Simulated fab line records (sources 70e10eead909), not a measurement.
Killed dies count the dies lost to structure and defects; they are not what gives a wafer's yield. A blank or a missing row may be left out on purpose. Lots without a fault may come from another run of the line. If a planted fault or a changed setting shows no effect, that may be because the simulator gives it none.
Chamber matching + flow nand harc + pecvd-04 running NHARC_P_BONDPAD_DEP_00: 3 sister chambers
The step deposits SiCN, target thk 250 nm. 3 wafers are shown with their chamber, then 7 later ones without.

## EACH WAFER AND ITS CHAMBER
| wafer  | chamber | heater power w (W) |
|--------|---------|--------------------|
| L075.1 | 0       | 609                |
| L081.2 | 1       | 496                |
| L081.3 | 2       | 590                |

## WAFERS WHOSE CHAMBER IS MISSING
| wafer  | heater power w (W) |
|--------|--------------------|
| L081.5 | 498                |
| L092.2 | 511                |
| L092.3 | 612                |
| L092.4 | 487                |
| L093.3 | 514                |
| L093.5 | 413                |
| L093.6 | 585                |

## WHICH CHAMBER EACH ONE RAN IN
| wafer  | from the rows above     | in truth                   |
|--------|-------------------------|----------------------------|
| L081.5 | 1                       | 1                          |
| L092.2 | can't be placed: 1 or 2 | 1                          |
| L092.3 | can't be placed: 0 or 2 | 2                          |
| L092.4 | 1                       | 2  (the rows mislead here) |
| L093.3 | can't be placed: 1 or 2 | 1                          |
| L093.5 | 1                       | 1                          |
| L093.6 | can't be placed: 2 or 0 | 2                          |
Correct placement for 2 of the 7. Not placeable from these rows: 4 (in 4, the candidates include the true chamber). Number placed wrongly: 1.
How it was worked out, from the rows above alone: a wafer's distance from a chamber is the root of the sum, over the readings, of the square of ((its reading less the chamber's mean) divided by the reading's scatter). If the next closest chamber is less than 2 further off than the closest, the wafer can't be placed; otherwise it belongs to the closest. For every chamber, the mean is computed from those of its wafers that are shown. The scatter: with one shown wafer a chamber, the root of the mean of the squares of how far each hidden wafer lies from its nearest shown one.
